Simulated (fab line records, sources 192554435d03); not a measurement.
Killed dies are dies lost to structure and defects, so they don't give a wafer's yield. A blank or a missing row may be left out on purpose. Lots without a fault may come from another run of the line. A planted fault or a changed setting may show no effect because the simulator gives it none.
Split-lot experiment | flow n5_finfet | 7 lots, 21 wafers read, on a route of 1938 steps

THE SPLIT
At N5_MOL_CONTACT_COAG_ALD_27 (deposits SiOC, target thk 17 nm, pulse time 1.5 s, time 2720 s), the setting ald_cycles was moved away from the recipe's 340 on 6 of the 21 wafers read, by -13.5% to -5.3%. The other wafers ran this setting at the recipe's value.

The reading is taken at the split's own step.

THE READING
SiOC_of_MOL_CONTACT_COAG_ALD_27.thk_nm (the simulator's own value, which no gauge read), in nm, at N5_MOL_CONTACT_COAG_ALD_27 (deposits SiOC, target thk 17 nm, pulse time 1.5 s, time 2720 s). The file gives no usual value for it. The 15 wafers here that ran the recipe average 17.0 nm, standard deviation 0.08 nm.

wafer  | tool, chamber at the split | ald_cycles as run | against the recipe | SiOC_of_MOL_CONTACT_COAG_ALD_27.thk_nm, nm | against lot-mates on the recipe
L078.1 | ald_sin-04, 1              | 294               | -13.5%             | 14.8                                       | -2.4
L078.3 | ald_sin-04, 0              | 340               | recipe             | 17.2                                       | -
L078.6 | ald_sin-04, 0              | 340               | recipe             | 17.2                                       | -
L083.1 | ald_sin-04, 3              | 340               | recipe             | 17                                         | -
L083.6 | ald_sin-04, 3              | 340               | recipe             | 17                                         | -
L083.2 | ald_sin-04, 0              | 340               | recipe             | 17.2                                       | -
L088.4 | ald_sin-04, 2              | 340               | recipe             | 17                                         | -
L088.6 | ald_sin-04, 2              | 340               | recipe             | 17                                         | -
L088.5 | ald_sin-04, 3              | 313               | -7.9%              | 15.6                                       | -1.4
L089.1 | ald_sin-03, 0,3,3          | 340               | recipe             | 17                                         | -
L089.3 | ald_sin-03, 0,3,3          | 340               | recipe             | 17                                         | -
L089.5 | ald_sin-03, 0,3,3          | 340               | recipe             | 17                                         | -
L093.1 | ald_sin-04, 1              | 294               | -13.5%             | 14.8                                       | -2.2
L093.3 | ald_sin-04, 0              | 294               | -13.5%             | 14.6                                       | -2.4
L093.6 | ald_sin-04, 1              | 340               | recipe             | 17                                         | -
L094.1 | ald_sin-03, 1              | 322               | -5.3%              | 16.2                                       | -0.8
L094.2 | ald_sin-03, 3              | 340               | recipe             | 17                                         | -
L094.5 | ald_sin-03, 0              | 322               | -5.3%              | 16                                         | -1.0
L096.1 | ald_sin-01, 3,2,3          | 340               | recipe             | 17                                         | -
L096.2 | ald_sin-01, 3,2,3          | 340               | recipe             | 17                                         | -
L096.5 | ald_sin-01, 3,2,3          | 340               | recipe             | 17                                         | -
Where a row lists several chambers, the file gives one row for several wafers and doesn't say which wafer went through which chamber.

THE FIT
A straight line over all 21 wafers: SiOC_of_MOL_CONTACT_COAG_ALD_27.thk_nm changes by +0.172 nm for each +1% of ald_cycles; r = +0.99; the points scatter about the line by 0.089 nm.
The same after taking each lot's own level away (the mean of its wafers on the recipe; 21 wafers): +0.173 nm for each +1%; r = +1.00; scatter 0.063 nm.
On that fit, the largest move of ald_cycles shifts the reading by 2.3 nm.
The lots' own levels span 17.00 to 17.20 nm, that is 2.5 times the standard deviation above.
So the lot-to-lot level changes the slope little: the two slopes agree.
Check: with one of the wafers moved furthest among these (-13.5%) left out of the fit, the line predicts -2.31 nm for it against its lot-mates. It came out at -2.4 nm against them.

OTHER SPLITS ON THESE WAFERS
These wafers also went through other splits before the reading. Each is held against what the fit with the lots' levels taken away leaves over:
other split on the same wafers        | wafers away from the commonest value | r with SiOC_of_MOL_CONTACT_COAG_ALD_27.thk_nm (lot level and that fit taken away)
N5_SD_EPI_N_DEVELOP_08 develop_time_s | 6                                    | +0.00
N5_HKMG_FIN_PEB_47 peb_time_s         | 9                                    | -0.10
N5_HKMG_FIN_ETCH_55 bias_w            | 5                                    | +0.14
N5_HKMG_FIN_PEB_10 peb_time_s         | 7                                    | +0.05
N5_HKMG_FIN_DESCUM_17 time_s          | 8                                    | -0.05
N5_GATE_CUT_ETCH_37 bias_w            | 5                                    | +0.06

THE FILE'S OWN FIT
SiOC_of_MOL_CONTACT_COAG_ALD_27.thk_nm changes by +0.174 nm for each +1% of ald_cycles, r = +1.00.
